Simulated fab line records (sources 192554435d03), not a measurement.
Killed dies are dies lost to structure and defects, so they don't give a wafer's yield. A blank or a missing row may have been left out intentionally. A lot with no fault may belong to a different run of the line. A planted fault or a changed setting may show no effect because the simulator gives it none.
fab line records	flow n5_finfet
[record] lots = 6	wafers = 18	last_day = 19
route steps=1938 shown BEOL_M0_CUTY@708 BEOL_M0@715 BEOL_M4@1111 PASSIVATION@1936
lots with no fault: from the same line, run without faults
start_h: the number of hours between the record's first day and the start of the first shown wafer of the lot	wait_h: how many hours have passed since the lot's step before this one	" identical to the entry in the row above	L1.1+2: one row covering several wafers at once	- no value present, or no start provided	* or withheld: withheld	< > ~ a bound
route shown NAME@n: names a module that has steps shown in the file, with the first one's number in the route	usual: average and standard deviation across the fault-free wafers	same: alike in all rows	chamber/n: place in a boat	sites: each site's reading	_std_site: the values' standard deviation	_edge_site: mean of outer sites minus mean of inner sites	radius_mm: for every site, how far away it sits from the centre of the wafer	mask NAME#n: copy n	behind: the most recent tool/chamber to have shaped the wafer	hold: reason for holding the lot/hours on hold/outcome of the hold	device: the n, p or np transistor that did not switch	end of line: the tests these same wafers got at the end of their route	a step without rows: its recipe alone	killed: dies that structure and defects cost at the first sort, which is not the same as the wafer's yield	map: shows each die of a wafer: x if killed, . if not, _ if none is there
set.NAME: the setting that was run; set.NAME@STEP: the one run at that earlier step	model.NAME: the simulator's own value behind a step, which no gauge read
lots seen at some steps along the route; tables by step, rows by wafer
services: when a tool's chamber went out of use (start_h, in hours from the record's first day, below 0 if earlier), for how many hours, and the reason
[[steps]]
[step N5_BEOL_M0_CUTY_CD_MEAS_57]
[recipe] target_cd_nm = 200	landing_energy_ev = 500	detector = se_inlens	polarity = line
[usual] cd_nm = 199.6/0.97
lot.wafer	tool	chamber	start_h	wait_h	cd_nm
L131.1	cd_sem-02	0	117.36	-	200.6
L131.2	"	0	"	"	199.0
L131.5	"	0	"	"	199.7
L137.3	cd_sem-03	0	158.88	-	198.6
L137.5	"	0	"	"	198.6
L137.6	"	0	"	"	199.2
L141.1	cd_sem-02	0	184.84	-	199.4
L141.2	"	0	"	"	199.1
L141.4	"	0	"	"	199.0
L149.2	cd_sem-01	0	231.04	-	198.8
L149.4	"	0	"	"	197.4
L149.6	"	0	"	"	198.3
L151.2	cd_sem-01	0	241.68	-	201.3
L151.3	"	0	"	"	200.5
L151.4	"	0	"	"	199.7
L152.1	cd_sem-03	0	249.09	-	199.8
L152.2	"	0	"	"	200.2
L152.4	"	0	"	"	199.1
[step N5_BEOL_M0_CUTY_OVL_MEAS_58]
[recipe] points_per_wafer = 44
[usual] M0_ABLK_OVL = -0.5/0.68
[same] points_per_wafer = 44
lot.wafer	tool	chamber	start_h	wait_h	M0_ABLK_OVL[nm]
L131.1	overlay-02	0	117.39	0.0	-0.6
L131.2	"	0	"	"	-0.2
L131.5	"	0	"	"	-1.1
L137.3	overlay-01	0	158.91	0.0	-0.3
L137.5	"	0	"	"	-0.6
L137.6	"	0	"	"	-0.3
L141.1	overlay-01	0	184.87	0.0	0.1
L141.2	"	0	"	"	-0.3
L141.4	"	0	"	"	0.0
L149.2	overlay-01	0	231.07	0.0	-0.3
L149.4	"	0	"	"	-0.4
L149.6	"	0	"	"	0.4
L151.2	overlay-01	0	241.71	0.0	-0.9
L151.3	"	0	"	"	-1.3
L151.4	"	0	"	"	-0.1
L152.1	overlay-01	0	249.12	0.0	-1.7
L152.2	"	0	"	"	-1.0
L152.4	"	0	"	"	-0.7
[step N5_BEOL_M0_CUTY_INSPECT_59]
[recipe] mode = adi	inspect_instrument = macro
[usual] raw_defect_count = 2.1/1.5
lot.wafer	tool	chamber	start_h	wait_h	raw_defect_count
L131.1	defect_inspect-02	-	117.41	0.0	3
L131.2	"	-	"	"	1
L131.5	"	-	"	"	6
L137.3	defect_inspect-02	-	158.93	0.0	1
L137.5	"	-	"	"	1
L137.6	"	-	"	"	2
L141.1	defect_inspect-02	-	184.89	0.0	3
L141.2	"	-	"	"	1
L141.4	"	-	"	"	3
L149.2	defect_inspect-01	-	231.09	0.0	2
L149.4	"	-	"	"	5
L149.6	"	-	"	"	2
L151.2	defect_inspect-01	-	241.74	0.0	2
L151.3	"	-	"	"	1
L151.4	"	-	"	"	5
L152.1	defect_inspect-02	-	249.14	0.0	4
L152.2	"	-	"	"	2
L152.4	"	-	"	"	1
[step N5_BEOL_M0_CUTY_DESCUM_61]
[recipe] chemistry = O2	time_s = 7.9	source_power_w = 50	bias_power_w = 20	pressure_mtorr = 20	rf_frequency_hz = 2.712e+07	temp_c = 40	resist = CAR-ArF-block	o2_flow_sccm = 225
[step N5_BEOL_M0_CUTY_ETCH_62]
[recipe] chemistry = CF4	target = SiARC	mask_material = CAR-ArF-block	time_s = 58.5	ion_energy_ev = 80	pressure_mtorr = 40	source_w = 545	bias_w = 36	Ar_flow_sccm = 100	cf4_flow_sccm = 100	ends = cleared
[usual] cf4_flow_sccm = 99.9/0.33	drypump_motor_current_A = 5.6/0.44	etch_rf_on_time_s = 58.4/2.4	oes_product_au = 0.68/0.082	rf_vpp_V = 184.2/1.1	showerhead_plenum_p_Torr = 2.15/0.061	throttle_valve_pct = 15.59/0.23
lot.wafer	tool	chamber	start_h	wait_h	cf4_flow_sccm	drypump_motor_current_A	etch_rf_on_time_s	oes_product_au	rf_hours_counter_h	rf_vpp_V	showerhead_plenum_p_Torr	throttle_valve_pct
L131.1	rie_diel-03	2	117.48	0.0	99.3	5.2	56.0	0.65	162	182.6	2.06	15.87
L131.2	"	0	"	"	99.8	5.0	56.5	0.78	20	184.9	2.18	15.46
L131.5	"	3	"	"	99.8	4.9	60.7	0.58	-	182.6	2.03	15.84
L137.3	rie_diel-04	0	159.05	0.0	99.9	5.8	58.8	0.60	206	185.4	2.20	15.58
L137.5	"	1	"	"	99.8	5.7	57.0	0.65	-	184.2	2.13	15.72
L137.6	"	0	"	"	99.6	5.8	59.3	0.59	-	184.6	2.20	15.61
L141.1	rie_diel-02	3	184.96	0.0	100.3	5.7	56.6	0.82	7	184.5	2.11	15.30
L141.2	"	1	"	"	100.1	5.5	59.2	0.59	248	183.4	2.11	15.99
L141.4	"	2	"	"	100.3	5.2	57.5	0.66	122	186.1	2.22	15.33
L149.2	rie_diel-03	1	231.28	0.0	99.8	5.8	65.6	0.56	239	182.5	2.11	15.50
L149.4	"	2	"	"	100.5	5.2	56.7	0.61	201	182.9	2.05	15.94
L149.6	"	2	"	"	100.5	5.2	56.7	0.61	-	181.7	2.05	15.94
L151.2	rie_diel-02	1	241.91	0.0	100.2	5.5	57.5	0.82	9	183.2	2.11	15.54
L151.3	"	0	"	"	100.0	6.3	56.4	0.69	103	183.8	2.16	15.87
L151.4	"	2	"	"	99.8	5.2	56.9	0.64	146	185.5	2.21	15.37
L152.1	rie_diel-03	2	249.21	0.0	100.6	5.2	57.2	0.60	207	183.8	2.05	15.97
L152.2	"	0	"	"	100.4	5.0	57.2	0.71	64	182.7	2.16	15.54
L152.4	"	3	"	"	100.0	4.8	58.4	0.76	31	186.0	2.27	15.41
[step N5_BEOL_M0_CUTY_ETCH_63]
[recipe] chemistry = N2/H2	target = SOC	target_depth_a = 827	overetch_a = 165	mask_material = SiARC	temp_c = 40	ion_energy_ev = 200	time_s = 124	pressure_mtorr = 30	source_w = 840	bias_w = 150	n2_flow_sccm = 200	h2_flow_sccm = 200
[usual] drypump_motor_current_A = 5.6/0.44	oes_product_au = 0.65/0.073	rf_vpp_V = 524.4/2.4	showerhead_plenum_p_Torr = 2.55/0.086	throttle_valve_pct = 17.73/0.24
lot.wafer	tool	chamber	start_h	wait_h	drypump_motor_current_A	oes_product_au	rf_hours_counter_h	rf_vpp_V	showerhead_plenum_p_Torr	throttle_valve_pct
L131.1	rie_diel-03	2	117.53	0.0	5.2	0.61	162	519.4	2.42	17.87
L131.2	"	0	"	"	5.0	0.74	20	525.2	2.57	17.46
L131.5	"	3	"	"	4.8	0.57	-	520.5	2.40	18.02
L137.3	rie_diel-04	0	159.10	0.0	5.8	0.57	207	525.6	2.65	17.93
L137.5	"	1	"	"	5.7	0.61	-	523.7	2.55	18.00
L137.6	"	0	"	"	5.8	0.58	-	524.8	2.65	17.94
L141.1	rie_diel-02	3	185.01	0.0	5.7	0.77	7	522.4	2.47	17.26
L141.2	"	1	"	"	5.4	0.57	248	521.9	2.52	18.27
L141.4	"	2	"	"	5.2	0.62	122	526.9	2.64	17.56
L149.2	rie_diel-03	1	231.33	0.0	5.8	0.57	239	521.2	2.50	17.69
L149.4	"	2	"	"	5.2	0.59	201	519.0	2.40	17.93
L149.6	"	2	"	"	5.3	0.58	-	520.9	2.40	17.92
L151.2	rie_diel-02	1	241.95	0.0	5.5	0.78	9	522.5	2.52	17.93
L151.3	"	0	"	"	6.3	0.66	103	524.8	2.54	17.81
L151.4	"	2	"	"	5.3	0.61	146	526.3	2.63	17.60
L152.1	rie_diel-03	2	249.26	0.0	5.2	0.58	207	520.9	2.40	17.94
L152.2	"	0	"	"	5.0	0.67	65	525.2	2.55	17.56
L152.4	"	3	"	"	4.8	0.72	32	527.7	2.70	17.61
[step N5_BEOL_M0_CUTY_STRIP_64]
[recipe] chemistry = N2/H2	temp_c = 40	n2_flow_sccm = 200	h2_flow_sccm = 200	rf_frequency_hz = 6e+07
[step N5_BEOL_M0_ETCH_138]
[recipe] chemistry = CH3F/O2	target_depth_a = 120	target = SiCN	time_s = 31.6	ion_energy_ev = 120	pressure_mtorr = 30	source_w = 395	bias_w = 75	Ar_flow_sccm = 150	CH3F_flow_sccm = 30	O2_flow_sccm = 20	ends = cleared
[step N5_BEOL_M0_HM_OPEN_105]
[recipe] chemistry = Cl2/BCl3	target_depth_a = 120	target = TiN	ion_energy_ev = 150	pressure_mtorr = 10	icp_w = 1000	bias_w = 126	Cl2_flow_sccm = 53.25	bcl3_flow_sccm = 21.75	Ar_flow_sccm = 25
[usual] drypump_motor_current_A = 5.6/0.41	he_backside_leak_sccm = 3.44/0.18	oes_product_au = 0.79/0.13	throttle_valve_pct = 22.0/0.37
lot.wafer	tool	chamber	start_h	wait_h	drypump_motor_current_A	he_backside_leak_sccm	oes_product_au	rf_hours_counter_h	throttle_valve_pct
L131.1	rie_metal-01	0	119.64	2.0	5.6	3.41	0.86	10	21.8
L131.2	"	1	"	"	6.0	3.39	0.95	1	22.1
L131.5	"	1	"	"	6.1	3.53	0.95	-	22.1
L137.3	rie_metal-01	1	159.37	0.1	6.0	3.59	0.91	-	22.1
L137.5	"	1	"	"	6.0	3.58	0.90	-	22.1
L137.6	"	0	"	"	5.6	3.38	0.83	-	21.9
L141.1	rie_metal-02	0	188.56	3.4	5.8	3.61	0.64	121	22.6
L141.2	"	1	"	"	4.8	3.48	0.69	75	22.2
L141.4	"	1	"	"	4.8	3.63	0.69	-	22.2
L149.2	rie_metal-01	1	231.61	0.1	6.0	3.33	0.85	12	22.1
L149.4	"	1	"	"	6.0	3.48	0.86	-	22.1
L149.6	"	1	"	"	6.0	3.42	0.86	-	22.1
L151.2	rie_metal-03	0	244.41	2.3	5.7	3.19	0.96	5	21.2
L151.3	"	1	"	"	5.7	3.37	0.88	-	22.1
L151.4	"	0	"	"	5.7	3.15	0.95	-	21.2
L152.1	rie_metal-01	1	251.77	2.3	6.0	3.37	0.84	13	22.1
L152.2	"	0	"	"	5.6	3.56	0.79	22	21.9
L152.4	"	0	"	"	5.6	3.27	0.80	-	21.9
[step N5_BEOL_M0_STRIP_140]
[recipe] chemistry = CF4	resist = SiARC	power_w = 300	bias_power_w = 75	pressure_mtorr = 50	cf4_flow_sccm = 150	rf_frequency_hz = 6e+07
[usual] cf4_flow_sccm = 150.0/0.44	drypump_motor_current_A = 5.7/0.43	oes_product_au = 0.80/0.088	rf_vpp_V = 271.3/1.7	showerhead_plenum_p_Torr = 1.81/0.046	throttle_valve_pct = 13.55/0.23
lot.wafer	tool	chamber	start_h	wait_h	cf4_flow_sccm	drypump_motor_current_A	oes_product_au	rf_hours_counter_h	rf_vpp_V	showerhead_plenum_p_Torr	throttle_valve_pct
L131.1	rie_diel-02	0	119.81	0.1	149.8	6.4	0.83	57	271.7	1.83	13.73
L131.2	"	1	"	"	149.8	5.5	0.70	224	269.3	1.78	13.91
L131.5	"	2	"	"	149.6	5.2	0.78	-	273.3	1.86	13.28
L137.3	rie_diel-03	0	159.49	0.1	149.7	5.0	0.85	36	270.8	1.82	13.47
L137.5	"	2	"	"	149.7	5.3	0.71	-	270.1	1.73	13.88
L137.6	"	3	"	"	150.7	4.8	0.95	-	276.0	1.90	13.28
L141.1	rie_diel-04	2	188.83	0.2	149.4	6.2	0.93	7	273.2	1.90	13.23
L141.2	"	3	"	"	150.2	6.0	0.90	21	271.1	1.82	13.44
L141.4	"	0	"	"	150.4	5.8	0.69	215	273.1	1.85	13.64
L149.2	rie_diel-04	2	231.84	0.2	150.2	6.2	0.89	21	273.3	1.89	13.28
L149.4	"	0	"	"	149.2	5.8	0.68	229	272.1	1.84	13.67
L149.6	"	0	"	"	150.0	5.8	0.68	-	273.5	1.84	13.66
L151.2	rie_diel-04	1	244.58	0.1	149.4	5.7	0.72	200	271.6	1.76	13.70
L151.3	"	0	"	"	150.2	5.8	0.68	233	272.1	1.84	13.65
L151.4	"	0	"	"	150.0	5.8	0.68	-	274.1	1.84	13.68
L152.1	rie_diel-02	1	251.94	0.1	149.8	5.4	0.94	12	270.6	1.76	13.45
L152.2	"	2	"	"	149.6	5.2	0.73	149	273.8	1.85	13.39
L152.4	"	3	"	"	150.8	5.7	0.86	34	270.0	1.76	13.33
[step N5_BEOL_M0_STRIP_104]
[recipe] chemistry = N2/H2	power_w = 450	temp_c = 40	pressure_mtorr = 20	rf_frequency_hz = 6e+07	overash_fraction = 0.3	bias_power_w = 7	h2_frac = 0.5	n2_flow_sccm = 200	h2_flow_sccm = 200
[usual] drypump_motor_current_A = 5.7/0.43	oes_product_au = 0.81/0.096	rf_vpp_V = 59.3/1.8	showerhead_plenum_p_Torr = 2.56/0.078	throttle_valve_pct = 23.5/0.31
lot.wafer	tool	chamber	start_h	wait_h	drypump_motor_current_A	oes_product_au	rf_hours_counter_h	rf_vpp_V	showerhead_plenum_p_Torr	throttle_valve_pct
L131.1	rie_diel-02	0	119.83	0.0	6.3	0.84	57	60.9	2.55	23.4
L131.2	"	1	"	"	5.5	0.71	224	57.3	2.53	24.1
L131.5	"	2	"	"	5.2	0.79	-	61.3	2.65	23.4
L137.3	rie_diel-03	0	159.51	0.0	5.0	0.87	36	59.5	2.56	23.1
L137.5	"	2	"	"	5.2	0.74	-	59.1	2.41	23.6
L137.6	"	3	"	"	4.9	0.99	-	55.8	2.71	23.3
L141.1	rie_diel-04	2	188.85	0.0	6.2	0.95	7	62.3	2.70	23.4
L141.2	"	3	"	"	6.0	0.93	21	58.0	2.61	23.6
L141.4	"	0	"	"	5.8	0.69	215	59.6	2.64	23.8
L149.2	rie_diel-04	2	231.86	0.0	6.2	0.93	21	60.8	2.70	23.4
L149.4	"	0	"	"	5.8	0.69	229	56.6	2.64	23.8
L149.6	"	0	"	"	5.8	0.67	-	58.8	2.64	23.8
L151.2	rie_diel-04	1	244.60	0.0	5.7	0.73	200	60.3	2.53	23.8
L151.3	"	0	"	"	5.8	0.67	233	59.9	2.63	23.8
L151.4	"	0	"	"	5.8	0.66	-	59.7	2.63	23.8
L152.1	rie_diel-02	1	251.96	0.0	5.5	0.97	12	57.9	2.51	24.0
L152.2	"	2	"	"	5.2	0.74	149	57.8	2.63	23.5
L152.4	"	3	"	"	5.7	0.88	34	60.0	2.45	23.0
[step N5_BEOL_M0_WET_ETCH_106]
[recipe] chemistry = DHF	dilution = 10:1	temp_c = 25	target = SiO2	target_depth_a = 1300	dry = ipa_marangoni	rinse_time_s = 30	rinse_temp_c = 23
[step N5_BEOL_M0_ETCH_128]
[recipe] chemistry = CF4/N2	target_depth_a = 120	overetch_a = 51	target = SiCN	time_s = 21.4	ion_energy_ev = 150	pressure_mtorr = 40	source_w = 430	bias_w = 70	Ar_flow_sccm = 100	cf4_flow_sccm = 60	n2_flow_sccm = 60
[usual] cf4_flow_sccm = 59.99/0.19	drypump_motor_current_A = 5.7/0.42	oes_product_au = 0.55/0.067	rf_vpp_V = 382.8/1.8	showerhead_plenum_p_Torr = 2.23/0.067	throttle_valve_pct = 15.41/0.2
lot.wafer	tool	chamber	start_h	wait_h	cf4_flow_sccm	drypump_motor_current_A	oes_product_au	rf_hours_counter_h	rf_vpp_V	showerhead_plenum_p_Torr	throttle_valve_pct	model.TiN_of_BEOL_M0_SAQP_HM_DEP_02.thk_nm
L131.1	rie_diel-02	1	120.48	0.5	60.65	5.5	0.50	224	382.3	2.19	15.79	11.2
L131.2	"	3	"	"	59.88	5.7	0.47	244	381.4	2.16	15.52	11
L131.5	"	0	"	"	60.09	6.4	0.58	-	381.8	2.24	15.58	11
L137.3	rie_diel-03	0	159.65	0.0	60.30	5.0	0.58	36	384.5	2.23	15.28	10.8
L137.5	"	1	"	"	60.08	5.8	0.49	-	381.6	2.18	15.30	11.6
L137.6	"	0	"	"	60.00	5.0	0.59	-	384.0	2.23	15.29	11
L141.1	rie_diel-03	0	189.12	0.2	59.83	5.0	0.56	46	383.7	2.23	15.31	10.8
L141.2	"	2	"	"	59.91	5.2	0.49	187	378.5	2.11	15.69	10.6
L141.4	"	3	"	"	60.06	4.8	0.63	11	385.2	2.35	15.18	11
L149.2	rie_diel-04	2	232.17	0.2	59.76	6.2	0.64	21	386.0	2.34	15.20	11.2
L149.4	"	0	"	"	60.12	5.8	0.47	229	384.3	2.27	15.46	10.8
L149.6	"	2	"	"	59.75	6.2	0.63	-	385.0	2.34	15.20	11
L151.2	rie_diel-02	2	244.81	0.1	60.05	5.2	0.51	147	384.1	2.28	15.18	10.6
L151.3	"	3	"	"	59.85	5.7	0.61	31	381.0	2.15	15.11	11
L151.4	"	0	"	"	60.15	6.3	0.56	103	382.2	2.22	15.67	11
L152.1	rie_diel-03	3	252.08	0.0	60.33	4.9	0.60	33	383.6	2.34	15.23	10.8
L152.2	"	2	"	"	60.07	5.2	0.48	208	381.2	2.10	15.75	10.8
L152.4	"	1	"	"	59.99	5.8	0.48	246	379.9	2.17	15.38	11
[step N5_BEOL_M0_TRENCH_ETCH_107]
[recipe] chemistry = C4F6/O2	target_depth_a = 328	target = SiOC	time_s = 16.4	ion_energy_ev = 250	pressure_mtorr = 30	source_w = 355	bias_w = 185	Ar_flow_sccm = 300	C4F6_flow_sccm = 10	O2_flow_sccm = 10
[usual] drypump_motor_current_A = 5.7/0.42	oes_product_au = 0.80/0.099	rf_vpp_V = 666/17	showerhead_plenum_p_Torr = 2.87/0.085	throttle_valve_pct = 20.84/0.22
lot.wafer	tool	chamber	start_h	wait_h	drypump_motor_current_A	oes_product_au	rf_hours_counter_h	rf_vpp_V	showerhead_plenum_p_Torr	throttle_valve_pct	model.TiN_of_BEOL_M0_SAQP_HM_DEP_02.thk_nm
L131.1	rie_diel-02	1	120.52	0.0	5.4	0.70	224	670	2.82	21.17	10
L131.2	"	3	"	"	5.7	0.69	244	656	2.80	20.86	9.6
L131.5	"	0	"	"	6.3	0.84	-	647	2.89	21.09	9.6
L137.3	rie_diel-03	0	159.70	0.0	5.0	0.86	36	677	2.88	20.74	9.6
L137.5	"	1	"	"	5.8	0.67	-	659	2.81	20.62	10.4
L137.6	"	0	"	"	5.0	0.86	-	677	2.88	20.74	9.8
L141.1	rie_diel-03	0	189.16	0.0	5.0	0.84	46	677	2.88	20.76	9.6
L141.2	"	2	"	"	5.2	0.73	187	669	2.72	21.16	9.2
L141.4	"	3	"	"	4.8	0.94	11	707	3.03	20.68	9.6
L149.2	rie_diel-04	2	232.21	0.0	6.2	0.91	21	661	3.03	20.73	9.8
L149.4	"	0	"	"	5.8	0.68	229	644	2.91	20.73	9.6
L149.6	"	2	"	"	6.2	0.92	-	661	3.03	20.74	9.6
L151.2	rie_diel-02	2	244.86	0.0	5.2	0.75	147	655	2.95	20.62	9.4
L151.3	"	3	"	"	5.7	0.88	31	655	2.78	20.60	9.6
L151.4	"	0	"	"	6.3	0.80	103	648	2.87	21.15	9.6
L152.1	rie_diel-03	3	252.12	0.0	4.9	0.89	33	704	3.02	20.73	9.4
L152.2	"	2	"	"	5.2	0.71	208	668	2.71	21.18	9.6
L152.4	"	1	"	"	5.8	0.65	246	659	2.80	20.65	9.8
[step N5_BEOL_M0_STRIP_142]
[recipe] chemistry = N2/H2	time_s = 10	power_w = 450	temp_c = 40	pressure_mtorr = 20	rf_frequency_hz = 6e+07	bias_power_w = 7	n2_flow_sccm = 200	h2_flow_sccm = 200
[step N5_BEOL_M4_RC_MEAS_101]
[usual] DIBL_N = 36.4/2.2	DIBL_P = 36.3/2.5	IOFF_N = 0.17/0.052	IOFF_P = 0.23/0.049	ION_N = 674/17	ION_P = 464/11	SS_N = 71.7/0.98	SS_P = 73.3/0.84	VT_N = 250/4	VT_P = -249/3.8
lot.wafer	tool	chamber	start_h	wait_h	DIBL_N[mV/V]	DIBL_P[mV/V]	IOFF_N[nA/um]	IOFF_P[nA/um]	ION_N[uA/um]	ION_P[uA/um]	SS_N[mV/dec]	SS_P[mV/dec]	VT_N[mV]	VT_P[mV]
L131.1	prober-01	0	186.10	0.0	34.2	33.0	0.12	0.17	667	458	70.8	72.6	252	-253
L131.2	"	0	"	"	35.8	34.4	0.12	0.18	659	454	72.0	73.1	254	-254
L131.5	"	0	"	"	35.7	33.2	0.12	0.16	634	439	71.7	71.6	255	-254
L137.3	prober-02	0	247.80	0.3	41.4	42.8	0.30	0.32	691	464	72.2	74.5	243	-245
L137.5	"	0	"	"	37.6	38.8	0.20	0.26	670	459	71.8	74.5	249	-247
L137.6	"	0	"	"	37.7	37.5	0.19	0.22	685	466	71.6	74.1	249	-251
L141.1	prober-01	0	275.56	0.0	33.8	34.0	0.10	0.15	647	449	70.9	72.5	258	-252
L141.2	"	0	"	"	33.4	33.4	0.11	0.15	665	460	70.4	72.0	254	-256
L141.4	"	0	"	"	37.0	39.1	0.19	0.25	695	476	71.6	73.7	245	-249
L149.2	prober-02	0	317.61	0.2	36.3	36.3	0.16	0.22	680	470	71.6	72.9	248	-248
L149.4	"	0	"	"	35.4	35.8	0.15	0.23	676	477	71.2	73.4	247	-246
L149.6	"	0	"	"	39.9	40.6	0.25	0.31	690	467	72.9	74.3	244	-244
L151.2	prober-02	0	332.12	0.2	37.5	38.5	0.20	0.28	696	474	72.0	73.5	248	-247
L151.3	"	0	"	"	35.0	34.6	0.15	0.20	674	462	71.2	72.1	252	-250
L151.4	"	0	"	"	36.7	35.9	0.18	0.23	672	465	72.4	73.5	248	-248
L152.1	prober-01	0	348.53	0.0	31.1	30.3	0.11	0.15	671	467	70.5	72.2	252	-253
L152.2	"	0	"	"	36.1	35.9	0.17	0.23	684	469	71.5	73.6	250	-248
L152.4	"	0	"	"	36.1	34.6	0.16	0.20	636	449	72.6	73.1	255	-251
[step N5_PASSIVATION_PROBE_49]
[usual] defect_limited_yield = 91.2/1.4	killed_at_M0_to_M3 = 34/9.3	killed_at_M4_up = 14/5.9	killed_at_contacts = 14/5.7	killed_at_front_end = 38/10	killed_at_other = 4/3.2	killed_dies = 104/17	killed_open = 67/13	killed_short = 33/6.9	sort_bin_4_leakage = 0/3.6	sort_bin_5_function = 5.2/1	sort_bin_6_memory = 3.3/0.61	sort_bin_8_speed = 0.3/1.8	sort_n_pass = 1069/52
[same] gross_dies = 1180	killed_at_back_side = 0
lot.wafer	tool	chamber	start_h	wait_h	defect_limited_yield[%]	killed_at_M0_to_M3	killed_at_M4_up	killed_at_contacts	killed_at_front_end	killed_at_other	killed_dies	killed_open	killed_short	sort_bin_4_leakage[%]	sort_bin_5_function[%]	sort_bin_6_memory[%]	sort_bin_8_speed[%]	sort_n_pass
L131.1	prober-01	-	292.10	0.0	90.4	40	9	21	40	3	113	74	37	0	5.5	3.9	0	1067
L131.2	prober-01	-	292.15	0.1	91.6	24	3	16	43	13	99	68	30	0	5.3	3.1	0	1081
L131.5	prober-01	-	292.30	0.2	90.6	34	10	23	36	8	111	58	50	0	4.8	4.0	6.9	988
L141.1	prober-02	-	385.13	0.0	93.1	31	10	10	28	3	82	59	22	0	3.8	3.0	0	1098
L141.2	prober-02	-	385.18	0.1	92.6	30	12	15	26	4	87	42	39	0	4.8	2.4	0	1093
L141.4	prober-02	-	385.28	0.2	93.7	26	9	11	23	5	74	48	21	0	3.6	2.5	0	1106
L151.2	prober-02	-	438.45	0.1	92.4	24	9	15	38	4	90	56	25	0	4.1	3.1	0	1090
L151.3	prober-02	-	438.50	0.1	92.5	29	8	18	33	1	89	63	20	0	4.4	2.8	0	1091
L151.4	prober-02	-	438.55	0.2	93.1	23	8	8	40	3	82	48	28	0	4.2	2.3	0	1098
// killed by level:class
L131.1 MOL_CONTACT_COAG:geometric_particle:open=16 BEOL_M2:geometric_particle:open=10 GATE_CUT:geometric_particle:short=7 FIN_SAQP:geometric_particle:open=6 DUMMY_GATE:geometric_particle:open=6 BEOL_M0_SAQP:geometric_particle:open=6 BEOL_M3:geometric_particle:open=6 MOL_CONTACT_COAG:geometric_particle:short=5
L131.2 MOL_CONTACT_COAG:geometric_particle:open=15 GATE_CUT:geometric_particle:short=8 BEOL_M1:geometric_particle:open=8 DUMMY_GATE:geometric_particle:open=7 PAD_METAL:geometric_particle:short=7 FIN_SAQP:geometric_particle:open=5 STI_FIN_REVEAL:geometric_particle:open=5 PAD_METAL:geometric_particle:open=5
L131.5 MOL_CONTACT_COAG:geometric_particle:open=18 BEOL_M0_SAQP:geometric_particle:short=12 FIN_SAQP:geometric_particle:short=10 GATE_CUT:geometric_particle:short=10 BEOL_M0_SAQP:geometric_particle:open=7 FIN_SAQP:geometric_particle:open=5 MOL_CONTACT_COAG:geometric_particle:short=5 BEOL_M4:geometric_particle:open=5
L141.1 BEOL_M3:geometric_particle:open=11 MOL_CONTACT_COAG:geometric_particle:open=9 BEOL_M2:geometric_particle:open=9 FIN_SAQP:geometric_particle:open=6 STARTING-WAFER:geometric_particle:short=5 DUMMY_GATE:geometric_particle:open=4 BEOL_M5:geometric_particle:open=4 BEOL_M0_SAQP:geometric_particle:open=3
L141.2 MOL_CONTACT_COAG:geometric_particle:open=9 BEOL_M0_SAQP:geometric_particle:short=8 FIN_SAQP:geometric_particle:short=6 GATE_CUT:geometric_particle:short=6 MOL_CONTACT_COAG:geometric_particle:short=6 BEOL_M0_SAQP:geometric_particle:open=6 BEOL_M1:geometric_particle:open=6 FIN_SAQP:geometric_particle:open=4
L141.4 MOL_CONTACT_COAG:geometric_particle:open=10 BEOL_M2:geometric_particle:open=7 FIN_SAQP:geometric_particle:open=6 BEOL_M0_SAQP:geometric_particle:open=6 BEOL_M0_SAQP:geometric_particle:short=5 PAD_METAL:geometric_particle:open=4 FIN_SAQP:geometric_particle:short=3 STI_FIN_REVEAL:geometric_particle:open=3
L151.2 MOL_CONTACT_COAG:geometric_particle:open=12 STI_FIN_REVEAL:geometric_particle:open=9 BEOL_M0_SAQP:geometric_particle:short=9 DUMMY_GATE:geometric_particle:open=6 GATE_CUT:geometric_particle:open=6 GATE_CUT:geometric_particle:short=5 BEOL_M2:geometric_particle:open=5 BEOL_M0_SAQP:geometric_particle:open=4
L151.3 MOL_CONTACT_COAG:geometric_particle:open=12 STI_FIN_REVEAL:geometric_particle:open=11 BEOL_M2:geometric_particle:open=8 FIN_SAQP:geometric_particle:open=6 MOL_CONTACT_COAG:geometric_particle:short=5 BEOL_M1:geometric_particle:open=4 BEOL_M0_SAQP:geometric_particle:open=4 GATE_CUT:geometric_particle:open=3
L151.4 STI_FIN_REVEAL:geometric_particle:open=11 BEOL_M0_SAQP:geometric_particle:open=8 STI_FIN_REVEAL:geometric_particle:short=7 MOL_CONTACT_COAG:geometric_particle:open=6 BEOL_M3:geometric_particle:open=6 GATE_CUT:geometric_particle:open=4 GATE_CUT:geometric_particle:short=4 BEOL_M0_SAQP:geometric_particle:short=4
[[services]]
tool	chamber	start_h	hours	kind
rie_diel-04	0	98.94	4.2	repair
rie_diel-04	3	118.34	-	clean
rie_diel-04	3	118.34	-	consumable_replace:focus_ring
rie_diel-04	3	118.34	17.5	scheduled_down
rie_diel-04	3	118.34	17.5	vent_cycle
rie_diel-03	3	134.34	-	clean
rie_diel-03	3	134.34	-	consumable_replace:focus_ring
rie_diel-03	3	134.34	-	consumable_replace:showerhead
rie_diel-03	3	134.34	23.1	scheduled_down
rie_diel-03	3	134.34	23.1	vent_cycle
rie_diel-02	3	140.88	-	clean
rie_diel-02	3	140.88	-	consumable_replace:focus_ring
rie_diel-02	3	140.88	17.4	scheduled_down
rie_diel-02	3	140.88	17.4	vent_cycle
rie_metal-02	-	144.65	0.8	repair
rie_diel-04	0	148.13	4.3	repair
rie_diel-02	1	191.74	-	clean
rie_diel-02	1	191.74	-	consumable_replace:focus_ring
rie_diel-02	1	191.74	22.8	scheduled_down
rie_diel-02	1	191.74	22.8	vent_cycle
rie_diel-03	0	201.11	2.7	repair
rie_metal-02	-	204.99	0.6	repair
rie_metal-01	-	219.62	2.8	pm
rie_diel-04	2	244.17	16.4	repair
[[key]]
first_sign none at tools or gauges
[model_effect] step = N5_BEOL_M0_ETCH_128	value = TiN_of_BEOL_M0_SAQP_HM_DEP_02.thk_nm	without = 11.1	struck = 10.7
[model_effect] step = N5_BEOL_M0_TRENCH_ETCH_107	value = TiN_of_BEOL_M0_SAQP_HM_DEP_02.thk_nm	without = 9.8	struck = 9.4
met_at N5_BEOL_M0_ETCH_128
struck_wafers L137.3,L141.2
[fault] kind = process_parameter_drift	tool = rie_diel-03	chamber = -	onset_h = 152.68	steps = N5_BEOL_M0_ETCH_128	channel = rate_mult	offset = 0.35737	shape = step	end_h = 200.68	scope = struck_wafers_only
